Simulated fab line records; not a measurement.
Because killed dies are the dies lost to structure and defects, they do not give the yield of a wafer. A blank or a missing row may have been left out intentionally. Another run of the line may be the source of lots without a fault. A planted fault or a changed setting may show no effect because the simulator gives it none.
Chamber matching | flow n5-finfet | N5_BEOL_M1_ETCH_74 on rie-diel-03 has 4 sister chambers
The step etches underlayer in N2/H2, target depth 6.5 nm, time 5.2 s. 4 wafers are shown with their chamber, then 10 later ones without.

EACH WAFER AND ITS CHAMBER
wafer  | chamber | showerhead-plenum-p-Torr (Torr)
L084.4 | 1       | 2.52
L089.1 | 2       | 2.42
L091.1 | 0       | 2.66
L091.2 | 3       | 2.62

WAFERS WITHOUT THEIR CHAMBER
wafer  | showerhead-plenum-p-Torr (Torr)
L091.6 | 2.62
L092.1 | 2.66
L092.2 | 2.42
L092.3 | 2.52
L092.4 | 2.62
L092.5 | 2.42
L092.6 | 2.62
L093.2 | 2.66
L093.4 | 2.51
L093.5 | 2.52

WHICH CHAMBER EACH ONE RAN IN
wafer  | from the rows above | in truth
L091.6 | 3                   | 3
L092.1 | 0                   | 0
L092.2 | 2                   | 2
L092.3 | 1                   | 1
L092.4 | 3                   | 3
L092.5 | 2                   | 2
L092.6 | 3                   | 3
L093.2 | 0                   | 0
L093.4 | 1                   | 1
L093.5 | 1                   | 1
Correctly placed: 10 of 10. From these rows, 0 cannot be placed. Number placed wrongly: 0.
How it was worked out, from the rows above alone: a wafer's distance from a chamber is the root of the sum, over the readings, of the square of ((its reading less the chamber's mean) divided by the reading's scatter). If the next closest chamber is less than 2 further off than the closest, the wafer can't be placed; otherwise it belongs to the closest. A chamber's mean is the mean of its shown wafers. The scatter: with one shown wafer a chamber, the root of the mean of the squares of how far each hidden wafer lies from its nearest shown one.
